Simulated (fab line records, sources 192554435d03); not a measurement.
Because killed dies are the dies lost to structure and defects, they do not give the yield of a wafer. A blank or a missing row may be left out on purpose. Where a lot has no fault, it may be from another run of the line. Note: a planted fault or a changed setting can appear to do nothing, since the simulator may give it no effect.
fab line records ; flow n5-finfet
record: lots: 6; wafers: 17; last-day: 19
route steps=1938 shown BEOL_M7@1287 PASSIVATION@1936
lots that met no fault: taken from a fault-free run of the same line
start-h: hours from the record's opening day to when the first of the lot's shown wafers began ; wait-h: hours since the lot's step before ; " as in the row above ; L1.1+2: several wafers, shown together as one row ; - value missing, or start not given ; * or withheld: withheld ; < > ~ a bound
route shown NAME@n: NAME is a module with steps in the file, n the number in the route of the first one ; usual: mean/standard deviation taken from wafers without a fault ; same: alike in all rows ; chamber/n: place in a boat ; sites: per-site readings ; _std_site: the standard deviation of these ; _edge_site: inner sites' mean taken away from outer sites' mean ; radius-mm: for every site, how far away it sits from the centre of the wafer ; mask NAME#n: copy n ; behind: the last tool/chamber to shape the wafer ; hold: what put the lot on hold/how long, in hours/how the hold closed ; device: whichever transistor did not switch (one of n, p or np) ; end of line: the route-end tests of the same wafers ; for a step that has no rows: nothing shown but its recipe ; killed: at the first sort, the dies lost to defects and structure; wafer yield is something else ; map: the dies of a wafer, with x for killed, . for not killed, _ for no die there
set.NAME: the setting that was run; set.NAME@STEP: the one run at that earlier step ; model.NAME: the simulator's own value behind a step, which no gauge read
a table for each step, a row for each wafer; lots at some steps of the route
services: when a tool's chamber went out of use (start-h, in hours from the record's first day, below 0 if earlier), for how many hours, and the reason
== steps ==
step: N5_BEOL_M7_COAT_63
recipe: resist: SOC; temp-c: 250; time-s: 60; spin-rpm: 1500; resist-thk-nm: 60
step: N5_BEOL_M7_COAT_64
recipe: resist: SiARC; temp-c: 220; time-s: 60; spin-rpm: 1500; resist-thk-nm: 12
step: N5_BEOL_M7_COAT_71
recipe: resist: underlayer; temp-c: 205; time-s: 60; spin-rpm: 1500; resist-thk-nm: 5
step: N5_BEOL_M7_COAT_22
recipe: resist: CAR-EUV; spin-rpm: 1500; resist-thk-nm: 30
step: N5_BEOL_M7_EBR_24
recipe: solvent: PGMEA; ebr-width-mm: 1.5
step: N5_BEOL_M7_SOFTBAKE_23
recipe: temp-c: 110; time-s: 60; resist: CAR-EUV
step: N5_BEOL_M7_EXPOSE_25
recipe: mask-id: V6; na: 0.33; source-shape: annular; sigma-inner: 0.4; sigma-outer: 0.8; polarization: unpolarized; target-cd-nm: 40; dose-mj: 42.5
step: N5_BEOL_M7_PEB_26
recipe: peb-temp-c: 100; peb-time-s: 60; resist: CAR-EUV
step: N5_BEOL_M7_DEVELOP_27
recipe: develop-time-s: 30; developer: TMAH; resist: CAR-EUV; rinse-liquid: surfactant-rinse; dry: air-spin; dev-temp-c: 23
step: N5_BEOL_M7_CD_MEAS_28
recipe: target-cd-nm: 40; landing-energy-ev: 500; detector: se-inlens
usual: cd-nm: 40.04/0.23
lot.wafer;tool;chamber;start-h;wait-h;cd-nm
L587.2;cd-sem-02;0;216.48;-;40.14
L587.3;cd-sem-02;0;216.48;-;40.07
L587.5;cd-sem-02;0;216.48;-;40.04
L591.1;cd-sem-03;0;268.40;-;39.66
L591.4;cd-sem-03;0;268.40;-;39.87
L591.5;cd-sem-03;0;268.40;-;40.12
L598.2;cd-sem-03;0;325.05;-;40.07
L598.4;cd-sem-03;0;325.05;-;40.17
L589.1;cd-sem-02;0;335.16;-;39.60
L589.2;cd-sem-02;0;335.16;-;39.53
L589.5;cd-sem-02;0;335.16;-;40.51
L606.1;cd-sem-01;0;368.84;-;40.02
L606.3;cd-sem-01;0;368.84;-;40.09
L606.5;cd-sem-01;0;368.84;-;39.70
L608.1;cd-sem-01;0;373.99;-;40.22
L608.3;cd-sem-01;0;373.99;-;40.35
L608.4;cd-sem-01;0;373.99;-;40.05
step: N5_BEOL_M7_OVL_MEAS_29
recipe: points-per-wafer: 522
usual: V6_OVL: -0.1/0.75
same: points-per-wafer: 522
lot.wafer;tool;chamber;start-h;wait-h;V6_OVL[nm]
L587.2;overlay-01;0;216.52;0.0;-0.5
L587.3;overlay-01;0;216.52;0.0;0.3
L587.5;overlay-01;0;216.52;0.0;-0.5
L591.1;overlay-01;0;268.43;0.0;0.1
L591.4;overlay-01;0;268.43;0.0;-0.4
L591.5;overlay-01;0;268.43;0.0;0.7
L598.2;overlay-01;0;325.09;0.0;0.2
L598.4;overlay-01;0;325.09;0.0;0.3
L589.1;overlay-01;0;335.19;0.0;0.2
L589.2;overlay-01;0;335.19;0.0;-0.2
L589.5;overlay-01;0;335.19;0.0;0.4
L606.1;overlay-01;0;368.87;0.0;0.6
L606.3;overlay-01;0;368.87;0.0;0.8
L606.5;overlay-01;0;368.87;0.0;1.2
L608.1;overlay-01;0;374.02;0.0;-0.5
L608.3;overlay-01;0;374.02;0.0;-0.4
L608.4;overlay-01;0;374.02;0.0;-0.1
step: N5_BEOL_M7_INSPECT_30
recipe: mode: adi; inspect-instrument: brightfield
usual: raw-defect-count: 404/97
lot.wafer;tool;chamber;start-h;wait-h;raw-defect-count
L587.2;defect-inspect-02;-;216.57;0.0;506
L587.3;defect-inspect-02;-;216.57;0.0;639
L587.5;defect-inspect-02;-;216.57;0.0;422
L591.1;defect-inspect-01;-;268.49;0.1;486
L591.4;defect-inspect-01;-;268.49;0.1;369
L591.5;defect-inspect-01;-;268.49;0.1;440
L598.2;defect-inspect-02;-;325.14;0.0;678
L598.4;defect-inspect-02;-;325.14;0.0;608
L589.1;defect-inspect-02;-;335.25;0.1;328
L589.2;defect-inspect-02;-;335.25;0.1;291
L589.5;defect-inspect-02;-;335.25;0.1;279
L606.1;defect-inspect-02;-;368.93;0.1;415
L606.3;defect-inspect-02;-;368.93;0.1;376
L606.5;defect-inspect-02;-;368.93;0.1;450
L608.1;defect-inspect-02;-;374.08;0.1;533
L608.3;defect-inspect-02;-;374.08;0.1;444
L608.4;defect-inspect-02;-;374.08;0.1;469
step: N5_BEOL_M7_DESCUM_33
recipe: chemistry: O2; time-s: 7; source-power-w: 50; bias-power-w: 20; pressure-mtorr: 20; rf-frequency-hz: 2.712e+07; temp-c: 40; resist: CAR-EUV; o2-flow-sccm: 225
usual: drypump-motor-current-A: 5.5/0.4; oes-product-au: 0.80/0.11; rf-vpp-V: 242.8/1.7; showerhead-plenum-p-Torr: 2.08/0.084; throttle-valve-pct: 20.46/0.29
lot.wafer;tool;chamber;start-h;wait-h;drypump-motor-current-A;oes-product-au;rf-hours-counter-h;rf-vpp-V;showerhead-plenum-p-Torr;throttle-valve-pct;model.CAR-EUV_of_BEOL_M7_COAT_22.thk-nm
L587.2;rie-diel-04;3;217.10;0.5;5.7;0.67;240;243.5;2.06;20.62;26
L587.3;rie-diel-04;1;217.10;0.5;6.3;0.69;241;241.5;1.98;20.58;26
L587.5;rie-diel-04;3;217.10;0.5;5.7;0.67;-;242.4;2.06;20.61;26
L591.1;rie-diel-06;1;268.52;0.0;5.7;0.72;220;239.9;1.98;20.37;26
L591.4;rie-diel-06;2;268.52;0.0;5.2;0.70;230;242.9;2.16;20.51;26
L591.5;rie-diel-06;1;268.52;0.0;5.7;0.72;-;241.6;1.98;20.35;26
L598.2;rie-diel-06;3;325.39;0.2;5.4;0.71;213;242.9;2.01;20.99;25.6
L598.4;rie-diel-06;3;325.39;0.2;5.4;0.71;-;240.7;2.01;21.01;25.6
L589.1;rie-diel-06;0;336.12;0.9;4.9;0.80;72;243.3;2.05;20.34;26.2
L589.2;rie-diel-06;3;336.12;0.9;5.4;0.71;217;241.5;2.01;21.00;25.8
L589.5;rie-diel-06;3;336.12;0.9;5.4;0.70;-;241.9;2.01;21.01;26.2
L606.1;rie-diel-04;1;369.56;0.6;6.3;0.90;30;244.4;2.22;20.26;26
L606.3;rie-diel-04;2;369.56;0.6;5.2;0.69;223;245.5;2.17;20.66;26
L606.5;rie-diel-04;1;369.56;0.6;6.2;0.90;-;244.4;2.22;20.27;26
L608.1;rie-diel-02;2;374.11;0.0;5.5;0.96;11;243.4;2.05;20.03;26.2
L608.3;rie-diel-02;0;374.11;0.0;5.5;0.90;33;242.7;2.12;20.23;26.2
L608.4;rie-diel-02;0;374.11;0.0;5.5;0.91;-;245.1;2.12;20.23;26.2
step: N5_BEOL_M7_ETCH_72
recipe: chemistry: N2/H2; target: underlayer; target-depth-a: 65; mask-material: CAR-EUV; time-s: 5.2; ion-energy-ev: 200; pressure-mtorr: 30; source-w: 840; bias-w: 150; n2-flow-sccm: 200; h2-flow-sccm: 200; ends: cleared
usual: drypump-motor-current-A: 5.5/0.39; etch-rf-on-time-s: 5.14/0.17; oes-product-au: 0.69/0.094; rf-vpp-V: 523/3.2; showerhead-plenum-p-Torr: 2.52/0.11; throttle-valve-pct: 17.83/0.27
lot.wafer;tool;chamber;start-h;wait-h;drypump-motor-current-A;etch-rf-on-time-s;oes-product-au;rf-hours-counter-h;rf-vpp-V;showerhead-plenum-p-Torr;throttle-valve-pct
L587.2;rie-diel-04;3;217.13;0.0;5.6;5.02;0.58;240;523;2.50;18.13
L587.3;rie-diel-04;1;217.13;0.0;6.2;5.02;0.59;241;520;2.41;18.16
L587.5;rie-diel-04;3;217.13;0.0;5.6;5.03;0.59;-;522;2.50;18.14
L591.1;rie-diel-06;1;268.56;0.0;5.7;5.03;0.62;220;521;2.40;17.71
L591.4;rie-diel-06;2;268.56;0.0;5.2;5.16;0.60;230;525;2.63;18.04
L591.5;rie-diel-06;1;268.56;0.0;5.7;4.99;0.63;-;519;2.40;17.68
L598.2;rie-diel-06;3;325.42;0.0;5.3;5.25;0.60;213;519;2.41;18.22
L598.4;rie-diel-06;3;325.42;0.0;5.4;5.23;0.60;-;521;2.41;18.20
L589.1;rie-diel-06;0;336.16;0.0;4.9;5.31;0.69;72;520;2.47;17.65
L589.2;rie-diel-06;3;336.16;0.0;5.3;5.20;0.60;217;520;2.41;18.20
L589.5;rie-diel-06;3;336.16;0.0;5.4;5.19;0.61;-;519;2.41;18.22
L606.1;rie-diel-04;1;369.60;0.0;6.3;5.00;0.77;30;529;2.71;17.81
L606.3;rie-diel-04;2;369.60;0.0;5.3;5.41;0.58;223;527;2.64;18.20
L606.5;rie-diel-04;1;369.60;0.0;6.3;4.99;0.77;-;528;2.71;17.79
L608.1;rie-diel-02;2;374.14;0.0;5.5;5.21;0.81;11;524;2.50;17.44
L608.3;rie-diel-02;0;374.14;0.0;5.4;5.24;0.76;33;523;2.58;17.70
L608.4;rie-diel-02;0;374.14;0.0;5.4;5.22;0.76;-;525;2.58;17.70
step: N5_BEOL_M7_ETCH_65
recipe: chemistry: CF4; target: SiARC; target-depth-a: 156; mask-material: CAR-EUV; time-s: 26; ion-energy-ev: 80; pressure-mtorr: 40; source-w: 545; bias-w: 36; Ar_flow_sccm: 100; cf4-flow-sccm: 100; ends: cleared
usual: drypump-motor-current-A: 5.5/0.39; etch-rf-on-time-s: 25.9/0.88; oes-product-au: 0.69/0.094; rf-vpp-V: 183.8/1.3; showerhead-plenum-p-Torr: 2.12/0.086; throttle-valve-pct: 15.56/0.28
lot.wafer;tool;chamber;start-h;wait-h;drypump-motor-current-A;etch-rf-on-time-s;oes-product-au;rf-hours-counter-h;rf-vpp-V;showerhead-plenum-p-Torr;throttle-valve-pct;model.CAR-EUV_of_BEOL_M7_COAT_22.thk-nm
L587.2;rie-diel-04;3;217.15;0.0;5.6;25.0;0.59;240;182.8;2.10;15.79;11.2
L587.3;rie-diel-04;1;217.15;0.0;6.3;25.4;0.59;241;182.6;2.03;15.83;11.2
L587.5;rie-diel-04;3;217.15;0.0;5.7;25.1;0.58;-;184.9;2.10;15.79;11
L591.1;rie-diel-06;1;268.57;0.0;5.6;24.9;0.63;220;183.3;2.05;15.63;11.2
L591.4;rie-diel-06;2;268.57;0.0;5.2;25.7;0.61;230;185.3;2.20;15.74;11.2
L591.5;rie-diel-06;1;268.57;0.0;5.6;24.8;0.63;-;182.2;2.05;15.63;11.2
L598.2;rie-diel-06;3;325.44;0.0;5.4;26.0;0.61;213;183.4;2.04;16.00;10.6
L598.4;rie-diel-06;3;325.44;0.0;5.4;26.1;0.61;-;181.5;2.04;15.99;10.8
L589.1;rie-diel-06;0;336.18;0.0;4.9;27.0;0.69;72;184.3;2.07;15.36;11.4
L589.2;rie-diel-06;3;336.18;0.0;5.4;26.0;0.60;217;182.2;2.03;16.00;10.8
L589.5;rie-diel-06;3;336.18;0.0;5.4;26.0;0.60;-;183.3;2.03;16.03;11.4
L606.1;rie-diel-04;1;369.61;0.0;6.3;25.0;0.77;30;185.2;2.27;15.41;11.2
L606.3;rie-diel-04;2;369.61;0.0;5.3;27.2;0.58;223;184.6;2.20;15.80;11.2
L606.5;rie-diel-04;1;369.61;0.0;6.3;25.2;0.76;-;185.2;2.27;15.40;11
L608.1;rie-diel-02;2;374.16;0.0;5.5;26.4;0.81;11;184.3;2.10;15.16;11.4
L608.3;rie-diel-02;0;374.16;0.0;5.4;26.1;0.76;33;184.4;2.17;15.42;11.2
L608.4;rie-diel-02;0;374.16;0.0;5.4;26.0;0.75;-;184.6;2.17;15.44;11.2
step: N5_BEOL_M7_ETCH_66
recipe: chemistry: N2/H2; target: SOC; target-depth-a: 800; overetch-a: 160; mask-material: SiARC; temp-c: 40; time-s: 120; ion-energy-ev: 200; pressure-mtorr: 30; source-w: 840; bias-w: 150; n2-flow-sccm: 200; h2-flow-sccm: 200
usual: drypump-motor-current-A: 5.5/0.39; oes-product-au: 0.61/0.077; rf-vpp-V: 523.2/2.9; showerhead-plenum-p-Torr: 2.52/0.11; throttle-valve-pct: 17.79/0.27
lot.wafer;tool;chamber;start-h;wait-h;drypump-motor-current-A;oes-product-au;rf-hours-counter-h;rf-vpp-V;showerhead-plenum-p-Torr;throttle-valve-pct
L587.2;rie-diel-04;3;217.18;0.0;5.6;0.52;240;523.8;2.51;18.07
L587.3;rie-diel-04;1;217.18;0.0;6.2;0.52;241;519.2;2.41;18.12
L587.5;rie-diel-04;3;217.18;0.0;5.6;0.51;-;524.1;2.51;18.08
L591.1;rie-diel-06;1;268.60;0.0;5.7;0.55;220;519.0;2.40;17.66
L591.4;rie-diel-06;2;268.60;0.0;5.2;0.53;230;525.6;2.63;17.99
L591.5;rie-diel-06;1;268.60;0.0;5.7;0.55;-;522.1;2.40;17.69
L598.2;rie-diel-06;3;325.47;0.0;5.4;0.54;213;520.8;2.41;18.16
L598.4;rie-diel-06;3;325.47;0.0;5.4;0.54;-;520.0;2.41;18.16
L589.1;rie-diel-06;0;336.20;0.0;4.9;0.62;72;522.6;2.47;17.61
L589.2;rie-diel-06;3;336.20;0.0;5.4;0.54;217;520.8;2.41;18.18
L589.5;rie-diel-06;3;336.20;0.0;5.4;0.54;-;520.7;2.41;18.16
L606.1;rie-diel-04;1;369.64;0.0;6.3;0.68;30;528.0;2.71;17.76
L606.3;rie-diel-04;2;369.64;0.0;5.3;0.53;223;526.9;2.64;18.17
L606.5;rie-diel-04;1;369.64;0.0;6.3;0.67;-;528.5;2.71;17.77
L608.1;rie-diel-02;2;374.19;0.0;5.5;0.74;11;522.4;2.50;17.41
L608.3;rie-diel-02;0;374.19;0.0;5.4;0.68;33;524.9;2.58;17.65
L608.4;rie-diel-02;0;374.19;0.0;5.4;0.69;-;525.6;2.58;17.65
step: N5_PASSIVATION_PROBE_49
usual: defect-limited-yield: 90.9/1.4; killed_at_M0_to_M3: 38/11; killed_at_M4_up: 13/5.9; killed-at-contacts: 14/6.4; killed-at-front-end: 38/11; killed-at-other: 3.3/2.5; killed-dies: 107/16; killed-open: 70/12; killed-short: 35/7.7; sort_bin_5_function: 5.3/0.94; sort_bin_6_memory: 3.5/0.7; sort-n-pass: 1073/16; sort-yield-pct: 90.9/1.4
same: gross-dies: 1180; killed-at-back-side: 0; sort_bin_4_leakage[%]: 0; sort_bin_8_speed[%]: 0
lot.wafer;tool;chamber;start-h;wait-h;defect-limited-yield[%];killed_at_M0_to_M3;killed_at_M4_up;killed-at-contacts;killed-at-front-end;killed-at-other;killed-dies;killed-open;killed-short;sort_bin_5_function[%];sort_bin_6_memory[%];sort-n-pass;sort-yield-pct[%]
L608.1;prober-02;-;461.94;0.0;90.8;44;4;12;47;2;109;71;37;4.9;3.9;1071;90.8
L608.3;prober-02;-;462.04;0.1;94.5;29;5;8;19;4;65;39;26;3.4;1.9;1115;94.5
L608.4;prober-02;-;462.09;0.2;93.6;26;10;6;27;7;76;46;27;3.5;2.6;1104;93.6
killed by level:class
L608.1 STI_FIN_REVEAL:geometric-particle:open=19 MOL_CONTACT_COAG:geometric-particle:open=12 BEOL_M3:geometric-particle:open=10 BEOL_M2:geometric-particle:open=7 BEOL_M3:geometric-particle:short=7 STI_FIN_REVEAL:geometric-particle:short=6 BEOL_M0_SAQP:geometric-particle:short=6 FIN_SAQP:geometric-particle:short=3
L608.3 BEOL_M2:geometric-particle:open=8 BEOL_M3:geometric-particle:open=6 STI_FIN_REVEAL:geometric-particle:open=5 MOL_CONTACT_COAG:geometric-particle:open=5 BEOL_M0_SAQP:geometric-particle:short=5 FIN_SAQP:geometric-particle:short=4 BEOL_M2:geometric-particle:short=4 FIN_SAQP:geometric-particle:open=3
L608.4 FIN_SAQP:geometric-particle:open=5 BEOL_M3:geometric-particle:short=5 DUMMY_GATE:geometric-particle:open=4 MOL_CONTACT_COAG:geometric-particle:open=4 BEOL_M0_SAQP:geometric-particle:open=4 BEOL_M0_SAQP:geometric-particle:short=4 BEOL_M3:geometric-particle:open=4 BEOL_M4:geometric-particle:open=4
== services ==
tool;chamber;start-h;hours;kind
rie-diel-06;-;200.13;14.6;pm
rie-diel-06;2;226.76;7.4;repair
rie-diel-04;3;236.60;5.9;repair
rie-diel-02;-;257.06;72.1;repair
rie-diel-04;1;265.95;-;clean
rie-diel-04;1;265.95;-;consumable-replace:focus-ring
rie-diel-04;1;265.95;-;consumable-replace:showerhead
rie-diel-04;1;265.95;20.5;scheduled-down
rie-diel-04;3;294.15;6.5;repair
rie-diel-06;2;324.33;-;clean
rie-diel-06;2;324.33;-;consumable-replace:focus-ring
rie-diel-06;2;324.33;21.0;scheduled-down
rie-diel-06;2;324.33;21.0;vent-cycle
rie-diel-02;-;329.20;14.6;pm
rie-diel-06;3;331.95;2.6;repair
rie-diel-04;-;336.59;4.8;repair
rie-diel-06;-;338.02;0.6;repair
rie-diel-06;1;345.30;-;clean
rie-diel-06;1;345.30;-;consumable-replace:focus-ring
rie-diel-06;1;345.30;-;consumable-replace:showerhead
rie-diel-06;1;345.30;15.0;scheduled-down
rie-diel-06;1;345.30;15.0;vent-cycle
rie-diel-06;0;347.58;3.7;repair
rie-diel-06;-;354.64;4.3;pm
== key ==
first-sign none at tools or gauges
model-effect: step: N5_BEOL_M7_DESCUM_33; value: CAR-EUV_of_BEOL_M7_COAT_22.thk-nm; without: 26.07; struck: 25.67
model-effect: step: N5_BEOL_M7_ETCH_65; value: CAR-EUV_of_BEOL_M7_COAT_22.thk-nm; without: 11.07; struck: 10.73
met-at N5_BEOL_M7_DESCUM_33
struck-wafers L589.2,L598.2,L598.4
onset-between 268.52 325.39
fault: kind: process-parameter-drift; tool: rie-diel-06; chamber: -; onset-h: 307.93; steps: N5_BEOL_M7_DESCUM_33; channel: time-s; offset: *; shape: step; end-h: 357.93; scope: struck-wafers-only; acts-in: *; stated: *
